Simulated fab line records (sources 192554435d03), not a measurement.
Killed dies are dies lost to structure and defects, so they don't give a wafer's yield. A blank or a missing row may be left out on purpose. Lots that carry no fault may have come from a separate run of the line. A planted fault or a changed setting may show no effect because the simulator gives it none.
Matching of chambers ; flow n5Finfet ; 4 sister chambers for N5_BEOL_M0_SAQP_MANDREL1_REMOVE_100 on rieSi-04
The step chemistry HBr/Cl2/O2, target a-Si, stops on SiNx, bt time 10 s. 4 wafers are shown with their chamber, then 9 later ones without.

## EACH WAFER AND ITS CHAMBER
wafer;chamber;throttleValvePct (%)
L084.1;1;36.95
L089.1;2;36.77
L089.4;3;36.81
L089.6;0;36.39

## WAFERS WITH NO CHAMBER GIVEN
wafer;throttleValvePct (%)
L090.1;36.81
L090.5;36.80
L090.6;36.40
L076.2;36.80
L076.3;36.39
L076.5;36.94
L094.4;36.92
L094.5;36.94
L094.6;36.40

## CHAMBER TAKEN BY EACH
wafer;from the rows above;in truth
L090.1;3;3
L090.5;can't be placed: 3 or 2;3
L090.6;0;0
L076.2;can't be placed: 3 or 2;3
L076.3;0;0
L076.5;1;1
L094.4;1;1
L094.5;1;1
L094.6;0;0
Placed correctly: 7 of 9. Cannot be placed on the basis of these rows: 2; the candidates contain the true chamber in 2. Number placed wrongly: 0.
How it was worked out, from the rows above alone: a wafer's distance from a chamber is the root of the sum, over the readings, of the square of ((its reading less the chamber's mean) divided by the reading's scatter). The wafer belongs to the nearest chamber; if the next one is less than 2 further off, it can't be placed. For every chamber, the mean is computed from those of its wafers that are shown. The scatter (one wafer shown for each chamber): square how far every hidden wafer sits from the nearest shown wafer, average those squares and take the square root.
